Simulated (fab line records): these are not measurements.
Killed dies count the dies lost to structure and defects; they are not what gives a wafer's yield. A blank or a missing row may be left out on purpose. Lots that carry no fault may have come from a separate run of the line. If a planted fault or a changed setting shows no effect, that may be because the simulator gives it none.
fab line records -- flow nand-harc
record: lots: 6, wafers: 18, last-day: 33
route steps=1302 shown A_M0@1148 END@1302
lots that met no fault: from a run of the same line without faults
start-h: hours from the record's first day to the start of the lot's first wafer shown -- wait-h: hours from the lot's prior step to this one -- " the same as in the row above -- L1.1+2: a single row standing in for several wafers -- - no value, or no start was given -- * or withheld: withheld -- < > ~ a bound
route shown NAME@n: names a module that has steps shown in the file, with the first one's number in the route -- usual: mean/standard deviation of fault-free wafers -- same: alike in all rows -- chamber/n: place in a boat -- sites: each site's reading -- _std_site: the values' standard deviation -- _edge_site: mean of outer sites minus mean of inner sites -- radius-mm: how far each site lies from the wafer's centre -- mask NAME#n: copy n -- behind: the last tool/chamber to shape the wafer -- hold: reason for holding the lot/hours on hold/outcome of the hold -- device: whichever transistor did not switch (one of n, p or np) -- end of line: tests of these same wafers at the route's end -- for a step that has no rows: nothing shown but its recipe -- killed: not the wafer's yield, but the dies lost to structure and defects at the first sort -- map: dies across one wafer; x = killed, . = not, _ = none there
set.NAME: setting as actually run; set.NAME@STEP: the setting as run at that earlier step -- model.NAME: the simulator's own value behind a step, which no gauge read
lots seen at some steps along the route; tables by step, rows by wafer
services: from which hour (start-h, from the record's first day; less than 0 if before it) a tool's chamber was out of use, for how many hours, and why
== steps ==
step: NHARC_A_M0_OVL_MEAS_10
recipe: pitch-nm: 160
usual: overlay-x-nm: 0.0/0.67, overlay-y-nm: 0.1/0.82
lot.wafer,tool,chamber,start-h,wait-h,overlay-x-nm,overlay-y-nm
L424.4,overlay-01,-,617.43,-,-0.6,0.0
L424.5,overlay-01,-,617.43,-,-0.1,0.7
L424.6,overlay-01,-,617.43,-,0.2,0.5
L427.3,overlay-02,-,649.42,-,0.8,-0.4
L427.4,overlay-02,-,649.42,-,0.7,-0.9
L427.5,overlay-02,-,649.42,-,0.9,-0.5
L429.1,overlay-02,-,667.81,-,-0.6,1.2
L429.3,overlay-02,-,667.81,-,-0.6,0.9
L429.6,overlay-02,-,667.81,-,-0.8,1.1
L435.2,overlay-01,-,734.78,-,-0.3,-0.5
L435.3,overlay-01,-,734.78,-,-0.5,-0.3
L435.6,overlay-01,-,734.78,-,-0.4,-0.5
L436.1,overlay-01,-,736.62,-,0.2,0.5
L436.2,overlay-01,-,736.62,-,0.3,0.0
L436.3,overlay-01,-,736.62,-,0.6,0.6
L437.2,overlay-02,-,759.55,-,1.8,-0.3
L437.5,overlay-02,-,759.55,-,0.9,-0.3
L437.6,overlay-02,-,759.55,-,1.1,-0.3
step: NHARC_A_M0_INSPECT_11
usual: raw-defect-count: 85/35
lot.wafer,tool,chamber,start-h,wait-h,raw-defect-count
L424.4,defect-inspect-01,-,617.46,0.0,41
L424.5,defect-inspect-01,-,617.46,0.0,37
L424.6,defect-inspect-01,-,617.46,0.0,31
L427.3,defect-inspect-01,-,649.46,0.0,88
L427.4,defect-inspect-01,-,649.46,0.0,105
L427.5,defect-inspect-01,-,649.46,0.0,89
L429.1,defect-inspect-01,-,667.85,0.0,95
L429.3,defect-inspect-01,-,667.85,0.0,88
L429.6,defect-inspect-01,-,667.85,0.0,102
L435.2,defect-inspect-01,-,734.82,0.0,40
L435.3,defect-inspect-01,-,734.82,0.0,38
L435.6,defect-inspect-01,-,734.82,0.0,33
L436.1,defect-inspect-02,-,736.66,0.0,129
L436.2,defect-inspect-02,-,736.66,0.0,120
L436.3,defect-inspect-02,-,736.66,0.0,145
L437.2,defect-inspect-01,-,759.59,0.0,63
L437.5,defect-inspect-01,-,759.59,0.0,74
L437.6,defect-inspect-01,-,759.59,0.0,52
step: NHARC_A_M0_DESCUM_14
recipe: time-s: 3, o2-flow-sccm: 200, ar-flow-sccm: 0, bias-power-w: 0, chemistry: O2
usual: drypump-motor-current-A: 5.8/0.37, oes-product-au: 0.997/0.013, rf-vpp-V: 57.5/0.8, showerhead-plenum-p-Torr: 1.87/0.059, throttle-valve-pct: 11.310/0.0091
lot.wafer,tool,chamber,start-h,wait-h,drypump-motor-current-A,oes-product-au,rf-hours-counter-h,rf-vpp-V,showerhead-plenum-p-Torr,throttle-valve-pct
L424.4,rie-diel-10,3,617.55,0.1,6.4,1.008,1.5,57.6,1.95,11.319
L424.6,rie-diel-10,0,617.55,0.1,5.9,1.002,-,57.2,1.94,11.311
L424.5,rie-diel-10,1,617.55,0.1,5.7,0.998,-,58.4,1.80,11.313
L427.3,rie-diel-08,3,649.53,0.1,5.5,0.979,3.9,56.7,1.86,11.308
L427.4,rie-diel-08,0,649.53,0.1,6.0,1.005,3.9,55.6,1.85,11.312
L427.5,rie-diel-08,1,649.53,0.1,5.9,0.984,-,56.8,1.88,11.317
L429.1,rie-diel-10,2,667.92,0.1,5.2,0.997,4.0,56.9,1.88,11.301
L429.3,rie-diel-10,3,667.92,0.1,6.3,1.014,3.9,57.1,1.95,11.320
L429.6,rie-diel-10,1,667.92,0.1,5.7,0.998,-,56.5,1.80,11.303
L435.2,rie-diel-10,0,734.88,0.1,5.8,1.006,6.2,58.8,1.94,11.337
L435.3,rie-diel-10,3,734.88,0.1,6.4,1.020,7.0,58.7,1.95,11.308
L435.6,rie-diel-10,1,734.88,0.1,5.7,0.993,-,58.3,1.80,11.326
L436.2,rie-diel-10,1,736.72,0.1,5.7,1.001,6.2,57.8,1.79,11.294
L436.1,rie-diel-10,3,736.72,0.1,6.4,1.014,7.1,57.4,1.95,11.310
L436.3,rie-diel-10,0,736.72,0.1,5.8,1.017,6.3,57.6,1.94,11.291
L437.2,rie-diel-04,1,759.65,0.1,6.1,0.995,2.7,57.8,1.99,11.302
L437.5,rie-diel-04,1,759.65,0.1,6.1,0.991,-,57.4,1.99,11.309
L437.6,rie-diel-04,2,759.65,0.1,4.7,1.016,-,57.4,1.79,11.313
step: NHARC_A_M0_ETCH_34
recipe: target-depth-a: 400, overetch-a: 120, time-s: 43.94, ion-energy-ev: 200, n2-flow-sccm: 150, h2-flow-sccm: 150, ar-flow-sccm: 0, rf-w: 400, bias-w: 150, chemistry: N2/H2
step: NHARC_A_M0_ETCH_15
recipe: target-depth-a: 1500, overetch-a: 150, time-s: 82.5, c4f8-flow-sccm: withheld, ar-flow-sccm: 400, rf-w: 600, bias-w: 300, chemistry: C4F8/Ar
step: NHARC_A_M0_CD_MEAS_16
usual: cd-nm: 80.4/1
lot.wafer,tool,chamber,start-h,wait-h,cd-nm
L424.4,cd-sem-01,-,617.84,-,81.2
L424.5,cd-sem-01,-,617.84,-,81.7
L424.6,cd-sem-01,-,617.84,-,82.5
L427.3,cd-sem-03,-,649.82,-,80.4
L427.4,cd-sem-03,-,649.82,-,80.8
L427.5,cd-sem-03,-,649.82,-,81.0
L429.1,cd-sem-03,-,668.21,-,79.6
L429.3,cd-sem-03,-,668.21,-,80.8
L429.6,cd-sem-03,-,668.21,-,80.8
L435.2,cd-sem-02,-,735.18,-,82.4
L435.3,cd-sem-02,-,735.18,-,81.7
L435.6,cd-sem-02,-,735.18,-,80.2
L436.1,cd-sem-02,-,737.06,-,79.2
L436.2,cd-sem-02,-,737.06,-,78.1
L436.3,cd-sem-02,-,737.06,-,80.9
L437.2,cd-sem-01,-,759.95,-,80.1
L437.5,cd-sem-01,-,759.95,-,81.3
L437.6,cd-sem-01,-,759.95,-,78.6
step: NHARC_A_M0_STRIP_18
recipe: power-w: 1000, n2-flow-sccm: 150, h2-flow-sccm: 150, ar-flow-sccm: 0, bias-w: 0, chemistry: N2/H2
step: NHARC_A_M0_STRIP_19
recipe: time-s: 600, temp-c: 30, chemistry: post-etch-residue-remover
step: NHARC_A_M0_DEGAS_28
recipe: temp-c: 250, time-s: 60
usual: heater-power-w: 336/34
lot.wafer,tool,chamber,start-h,wait-h,heater-power-w
L424.4,pvd-sputter-02,-,618.51,-,291
L424.5,pvd-sputter-02,-,618.51,-,266
L424.6,pvd-sputter-02,-,618.51,-,399
L427.3,pvd-sputter-01,-,650.43,-,368
L427.4,pvd-sputter-01,-,650.43,-,301
L427.5,pvd-sputter-01,-,650.43,-,292
L429.1,pvd-sputter-03,-,668.83,-,362
L429.3,pvd-sputter-03,-,668.83,-,347
L429.6,pvd-sputter-03,-,668.83,-,313
L435.2,pvd-sputter-02,-,735.80,-,362
L435.3,pvd-sputter-02,-,735.80,-,308
L435.6,pvd-sputter-02,-,735.80,-,354
L436.2,pvd-sputter-01,-,737.69,-,340
L436.3,pvd-sputter-01,-,737.69,-,336
L436.1,pvd-sputter-01,-,737.69,-,365
L437.2,pvd-sputter-02,-,760.63,-,354
L437.6,pvd-sputter-02,-,760.63,-,280
L437.5,pvd-sputter-02,-,760.63,-,378
step: NHARC_A_M0_PRE_CLEAN_29
recipe: time-s: 30, temp-c: 280, gas: H2/He
usual: heater-power-w: 415/41
lot.wafer,tool,chamber,start-h,wait-h,heater-power-w
L424.4,pvd-sputter-02,-,-,-,486
L424.5,pvd-sputter-02,-,-,-,485
L424.6,pvd-sputter-02,-,-,-,452
L427.3,pvd-sputter-01,-,-,-,428
L427.4,pvd-sputter-01,-,-,-,443
L427.5,pvd-sputter-01,-,-,-,409
L429.3,pvd-sputter-03,-,-,-,422
L429.1,pvd-sputter-03,-,-,-,450
L429.6,pvd-sputter-03,-,-,-,433
L435.2,pvd-sputter-02,-,-,-,466
L435.3,pvd-sputter-02,-,-,-,430
L435.6,pvd-sputter-02,-,-,-,386
L436.1,pvd-sputter-01,-,-,-,414
L436.2,pvd-sputter-01,-,-,-,445
L436.3,pvd-sputter-01,-,-,-,429
L437.2,pvd-sputter-02,-,-,-,393
L437.6,pvd-sputter-02,-,-,-,355
L437.5,pvd-sputter-02,-,-,-,445
step: NHARC_A_M0_PVD_20
recipe: target-thk-a: 50, bias-v: 168.6, power-w: 15000, chamber-pressure-pa: 0.12, time-s: 8.06, substrate-temp-c: 50, material: TaN
usual: throttle-valve-pct: 30.5/0.85
lot.wafer,tool,chamber,start-h,wait-h,throttle-valve-pct
L424.4,pvd-sputter-02,-,-,-,31.2
L424.6,pvd-sputter-02,-,-,-,31.3
L424.5,pvd-sputter-02,-,-,-,31.3
L427.3,pvd-sputter-01,-,-,-,30.1
L427.4,pvd-sputter-01,-,-,-,31.2
L427.5,pvd-sputter-01,-,-,-,30.8
L429.3,pvd-sputter-03,-,-,-,28.9
L429.1,pvd-sputter-03,-,-,-,30.0
L429.6,pvd-sputter-03,-,-,-,28.6
L435.2,pvd-sputter-02,-,-,-,32.2
L435.3,pvd-sputter-02,-,-,-,30.5
L435.6,pvd-sputter-02,-,-,-,31.1
L436.3,pvd-sputter-01,-,-,-,30.9
L436.2,pvd-sputter-01,-,-,-,29.9
L436.1,pvd-sputter-01,-,-,-,31.2
L437.2,pvd-sputter-02,-,-,-,30.7
L437.5,pvd-sputter-02,-,-,-,32.5
L437.6,pvd-sputter-02,-,-,-,30.3
step: NHARC_A_M0_PVD_21
recipe: target-thk-a: 300, chamber-pressure-pa: 5, power-w: 5000, substrate-temp-c: 30, time-s: 20.49, material: Cu
step: NHARC_A_M0_ECD_22
recipe: target-thk-a: 4000, bath-temp-c: 25, material: Cu
lot.wafer,tool,chamber,start-h,wait-h
L424.4+5+6,ecd-cu-02,"1,0,1",618.99,-
L427.4+3+5,ecd-cu-02,"1,0,1",650.90,-
L429.1+3+6,ecd-cu-02,"0,0,1",669.19,-
L435.2+3+6,ecd-cu-02,"0,1,0",736.16,-
L436.2+1+3,ecd-cu-02,"0,1,1",738.05,-
L437.2+5+6,ecd-cu-02,"0,0,1",760.98,-
step: NHARC_A_M0_ANNEAL_30
recipe: temp-c: 225, time-s: 90
usual: wafer_temp_C_max: 226.4/0.51
lot.wafer,tool,chamber,start-h,wait-h,wafer_temp_C_max
L424.4,rtp-anneal-02,0,619.38,-,225.6
L424.5,rtp-anneal-02,0,619.38,-,226.1
L424.6,rtp-anneal-02,0,619.38,-,225.7
L427.3,rtp-anneal-01,0,651.28,-,227.4
L427.4,rtp-anneal-01,0,651.28,-,226.4
L427.5,rtp-anneal-01,0,651.28,-,226.6
L429.1,rtp-anneal-02,0,669.57,-,226.5
L429.3,rtp-anneal-02,0,669.57,-,226.0
L429.6,rtp-anneal-02,0,669.57,-,226.1
L435.2,rtp-anneal-02,0,736.59,0.4,225.8
L435.3,rtp-anneal-02,0,736.59,0.4,226.1
L435.6,rtp-anneal-02,0,736.59,0.4,226.0
L436.1,rtp-anneal-01,0,738.42,-,226.8
L436.2,rtp-anneal-01,0,738.42,-,226.5
L436.3,rtp-anneal-01,0,738.42,-,226.8
L437.2,rtp-anneal-01,0,761.41,-,227.3
L437.5,rtp-anneal-01,0,761.41,-,226.5
L437.6,rtp-anneal-01,0,761.41,-,226.8
step: NHARC_A_M0_CMP_23
recipe: t-overpolish-s: 20, target-thk-nm: 113.75
usual: motor-current-A: 12.1/1.2, time-to-endpoint-s: 30/3.5
lot.wafer,tool,chamber,start-h,wait-h,motor-current-A,time-to-endpoint-s
L424.4,cmp-03,3,619.65,-,10.5,34
L424.5,cmp-03,0,619.65,-,12.1,26
L424.6,cmp-03,1,619.65,-,13.0,33
L427.4,cmp-03,1,651.52,-,13.1,30
L427.3,cmp-03,0,651.52,-,12.4,5
L427.5,cmp-03,1,651.52,-,12.8,30
L429.3,cmp-03,3,669.94,-,10.7,11
L429.1,cmp-03,0,669.94,-,12.2,7
L429.6,cmp-03,3,669.94,-,10.8,35
L435.2,cmp-03,3,736.94,-,11.3,34
L435.3,cmp-03,0,736.94,-,11.5,29
L435.6,cmp-03,2,736.94,-,13.9,32
L436.2,cmp-02,1,738.77,-,12.5,25
L436.3,cmp-02,3,738.77,-,9.7,24
L436.1,cmp-02,0,738.77,-,12.2,28
L437.2,cmp-03,1,761.70,-,13.6,31
L437.5,cmp-03,1,761.70,-,13.8,32
L437.6,cmp-03,2,761.70,-,13.5,28
step: NHARC_END_SORT_01
recipe: temp-c: 25
usual: defect-limited-yield: 91.2/2.6, killed-at-array: 55/17, killed-at-other: 0.9/1.2, killed-at-periphery: 3.7/2.5, killed-dies: 59/18, killed-open: 3.4/1.9, killed-short: 2.6/1.6, sort_bin_2_pct: 3.1/1.2, sort_bin_3_pct: 0.7/0.4, sort_bin_4_pct: 4.9/1.4, sort-n-pass: 618/18, sort-rim-yield-pct: 93/3.7, sort-yield-pct: 91.2/2.6
same: gross-dies: 677, sort_bin_5_pct[%]: 0, sort_bin_6_pct[%]: 0, sort_bin_7_pct[%]: 0, sort_bin_8_pct[%]: 0, sort-rim-n-gross: 106.00
lot.wafer,tool,chamber,start-h,wait-h,defect-limited-yield[%],killed-at-array,killed-at-other,killed-at-periphery,killed-dies,killed-open,killed-short,sort_bin_2_pct[%],sort_bin_3_pct[%],sort_bin_4_pct[%],sort-n-pass,sort-rim-yield-pct[%],sort-yield-pct[%]
L427.3,prober-01,0,692.13,3.1,0.7,665,4,3,672,4,2,93.1,0.3,5.9,5,4,0.7
L427.4,prober-01,0,692.93,3.4,89.8,66,2,1,69,2,4,3.1,1.0,6.1,608,94,89.8
L427.5,prober-01,0,693.74,3.7,90.4,64,1,0,65,1,5,3.4,0.6,5.6,612,91,90.4
L429.1,prober-02,0,704.94,2.5,0.3,664,0,11,675,4,3,93.8,0.4,5.5,2,1,0.3
L429.3,prober-02,0,706.57,3.1,0.4,665,2,7,674,3,1,92.6,0.7,6.2,3,3,0.4
L435.2,prober-02,0,779.63,2.8,93.8,36,2,4,42,2,4,2.5,0.3,3.4,635,96,93.8
L435.3,prober-02,0,780.43,3.1,95.3,29,0,3,32,3,1,1.5,0.1,3.1,645,90,95.3
L435.6,prober-02,0,782.81,4.0,95.0,32,1,1,34,4,1,1.6,0.3,3.1,643,98,95.0
killed by level:class
L427.3 A_M0:area-ecd=610 A_CHANNEL_HOLE_D1:chamber-film-flake=28 A_CHANNEL_HOLE_D2:chamber-film-flake=16 A_DECK1_JOINT:chamber-film-flake=3 A_ZERO_WELL:chamber-film-flake=2 THIN_TSV:chamber-film-flake=2 P_STI:geometric-particle:open=1 P_CONTACT:geometric-particle:short=1
L427.4 A_CHANNEL_HOLE_D1:chamber-film-flake=32 A_CHANNEL_HOLE_D2:chamber-film-flake=21 A_WL_FILL:geometric-particle:short=3 A_BLC:chamber-film-flake=2 A_STAIRCASE:chamber-film-flake=2 THIN_TSV:chamber-film-flake=2 A_ONON_D1:geometric-particle:open=1 A_CHANNEL_FILL_D1:geometric-particle:open=1
L427.5 A_CHANNEL_HOLE_D1:chamber-film-flake=29 A_CHANNEL_HOLE_D2:chamber-film-flake=15 A_STAIRCASE:chamber-film-flake=5 A_ZERO_WELL:chamber-film-flake=4 A_ONON_D1:geometric-particle:short=2 A_CONTACT:chamber-film-flake=2 A_CHANNEL_HOLE_D1:geometric-particle:short=1 A_DECK1_JOINT:geometric-particle:open=1
L429.1 A_M0:area-ecd=609 A_SLIT:chamber-film-flake=22 A_CHANNEL_HOLE_D2:chamber-film-flake=19 P_CONTACT:chamber-film-flake=4 A_STAIRCASE:chamber-film-flake=4 P_GATE:chamber-film-flake=3 A_WL_FILL:geometric-particle:short=2 P_BONDPAD:chamber-film-flake=2
L429.3 A_M0:area-ecd=602 A_SLIT:chamber-film-flake=20 A_CHANNEL_HOLE_D2:chamber-film-flake=16 A_CHANNEL_HOLE_D1:chamber-film-flake=9 A_STAIRCASE:chamber-film-flake=6 A_CONTACT:chamber-film-flake=6 P_GATE:chamber-film-flake=4 P_ZERO_WELL:chamber-film-flake=2
L435.2 A_SLIT:chamber-film-flake=11 A_CHANNEL_HOLE_D1:chamber-film-flake=8 A_CONTACT:chamber-film-flake=6 A_DECK1_JOINT:chamber-film-flake=3 A_ONON_D2:geometric-particle:short=2 P_M1:chamber-film-flake=2 P_CONTACT:geometric-particle:short=1 A_CHANNEL_FILL_D1:geometric-particle:short=1
L435.3 A_CHANNEL_HOLE_D1:chamber-film-flake=9 A_SLIT:chamber-film-flake=6 A_DECK1_JOINT:chamber-film-flake=3 A_CHANNEL_HOLE_D2:chamber-film-flake=3 P_M1:chamber-film-flake=2 A_CONTACT:chamber-film-flake=2 P_M0:geometric-particle:open=1 A_CHANNEL_FILL_D1:geometric-particle:open=1
L435.6 A_CHANNEL_HOLE_D1:chamber-film-flake=10 A_SLIT:chamber-film-flake=10 A_CONTACT:chamber-film-flake=4 A_CHANNEL_FILL_D2:chamber-film-flake=2 P_CONTACT:geometric-particle:short=1 A_ONON_D1:geometric-particle:open=1 A_ONON_D2:geometric-particle:open=1 A_BLC:geometric-particle:open=1
map L427.3 (x killed, . not)
____________.____________
_________xxxxxxx_________
_______xxxxxxx.xxx_______
______xxxxxxxxxxxx.______
_____xxxxxxxxxxxxxxx_____
____xxxxxxxxxxxxxxxxx____
____xxxxxxxxxxxxxxxxx____
___xxxxxxxxxxxxxxxxxxx___
___xxxxxxxxxxxxxxxxxxx___
__xxxxxxxxxxxxxxxxxxxxx__
__xxxxxxxxxxxxxxxxxxxxx__
_xxxxxxxxxxxxxxxxxxxxxxx_
_xxxxxxxxxxxxxxxxxxxxxxx_
_xxxxxxxxxxxxxxxxxxxxxxx_
_xxxxxxxxxxxxxxxxxxxxxxx_
_xxxxxxxxxxxxxxxxxxxxxxx_
xxxxxxxxxxxxxxxxxxxxxxxxx
xxxxxxxxxxxxxxxxxxxxxxxxx
xxxxxxxxxxxxxxxxxxxxxxxxx
xxxxxxxxxxxxxxxxxxxxxxxxx
xxxxxxxxxxxxxxxxxxxxxxxx.
_xxxxxxxxxxxxxxxxxxxxxx._
_xxxxxxxxxxxxxxxxxxxxxxx_
_xxxxxxxxxxxxxxxxxxxxxxx_
_xxxxxxxxxxxxxxxxxxxxxxx_
_xxxxxxxxxxxxxxxxxxxxxxx_
__xxxxxxxxxxxxxxxxxxxxx__
__xxxxxxxxxxxxxxxxxxxxx__
___xxxxxxxxxxxxxxxxxxx___
___xxxxxxxxxxxxxxxxxxx___
____xxxxxxxxxxxxxxxxx____
____xxxxxxxxxxxxxxxxx____
_____xxxxxxxxxxxxxxx_____
______xxxxxxxxxxxxx______
_______xxxxxxxxxxx_______
_________xxxxxxx_________
____________x____________
map L429.1 (x killed, . not)
____________x____________
_________xxxxxxx_________
_______xxxxxxxxxxx_______
______xxxxxxxxxxxxx______
_____xxxxxxxxxxxxxxx_____
____xxxxxxxxxxxxxxxxx____
____xxxxxxxxxxxxxxxxx____
___xxxxxxxxxxxxxxxxxxx___
___xxxxxxxxxxxxxxxxxxx___
__xxxxxxxxxxxxxxxxxxxxx__
__xxxxxxxxxxxxxxxxxxxxx__
_xxxxxxxxxxxxxxxxxxxxxxx_
_xxxxxxxxxxxxxxxxxxxxxxx_
_xxxxxxxxxxxxxxxxxxxxxxx_
_xxxxxxxxxxxxxxxxxxxxxxx_
_xxxxxxxxxxxxxxxxxxxxxxx_
xxxxxxxxxxxxxxxxxxxxxxxxx
xxxxxxxxxxxxxxxxxxxxxxxxx
xxxxxxxxxxxxxxxxxxxxxxxxx
xxxxxxxxxxxxxxxxxxxxxxxxx
xxxxxxxxxxxxxxxxxxxxxxxxx
_xxxxxxxxxxxxxxxxxxxxxxx_
_xxxxxxxxxxxxxxxxxxxxxxx_
_xxxxxxxxxxxxxxxxxxxxxxx_
_xxxxxxxxxxxxxxxxxxxxxxx_
_xxxxxxxxxxxxxxxxxxxxxxx_
__xxxxxxxxxxxxxxxxxxxxx__
__xxxxxxxxxxxxxxxxxxxxx__
___xxxxxxxxxxxxxxxxxxx___
___xxxxxxxxxxxxxxxxxxx___
____xxxxxxxxxxxxxx.xx____
____xxxxxxxxxxxxxxxxx____
_____x.xxxxxxxxxxxxx_____
______xxxxxxxxxxxxx______
_______xxxxxxxxxxx_______
_________xxxxxxx_________
____________x____________
== services ==
tool,chamber,start-h,hours,kind
ecd-cu-02,-,596.04,8.0,pm
rie-diel-10,-,596.50,9.0,pm
pvd-sputter-02,-,606.32,2.5,repair
rie-diel-10,-,620.45,0.6,repair
cmp-03,-,624.30,2.3,repair
pvd-sputter-01,-,625.73,0.6,repair
cmp-02,-,626.39,4.0,pm
pvd-sputter-02,-,638.00,10.0,pm
cmp-03,-,638.98,0.4,repair
cmp-03,-,652.37,4.0,pm
pvd-sputter-02,-,668.98,7.1,repair
ecd-cu-02,-,672.05,9.7,repair
rie-diel-04,1,690.55,9.4,repair
cmp-03,-,693.22,3.1,repair
cmp-02,-,698.61,1.1,repair
pvd-sputter-03,-,704.00,10.0,pm
cmp-03,-,706.24,2.2,repair
rie-diel-10,2,736.33,5.9,repair
pvd-sputter-03,-,737.57,5.9,repair
cmp-03,-,740.40,5.7,repair
pvd-sputter-01,-,740.82,4.2,repair
rtp-anneal-02,-,744.20,12.0,pm
cmp-03,-,750.37,4.0,pm
pvd-sputter-01,-,760.00,10.0,pm
== key ==
first-sign: step: NHARC_A_M0_CMP_23, reading: time-to-endpoint-s, direction: down, sigmas: 6.2, usual: *, struck: *
effect: step: NHARC_END_SORT_01, reading: sort_bin_2_pct, direction: up, sigmas: 78, usual: 3.1, struck: 93.2
more-kills-born-at: NHARC_A_M0_ECD_22@ecd-cu-02: 1821
met-at NHARC_A_M0_ECD_22
struck-wafers L427.3,L429.1,L429.3
later-rows-left-out L427.3,L429.1,L429.3
onset-between 618.99 650.90
fault: kind: process-parameter-drift, tool: ecd-cu-02, chamber: 0, onset-h: 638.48, steps: NHARC_A_M0_ECD_22, channel: target-thk-a, offset: *, shape: step, end-h: 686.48, acts-in: *, stated: *
later-rows-left-out: the simulator's readings of these wafers behind a module that went badly wrong aren't trusted and aren't shown, but for the sort
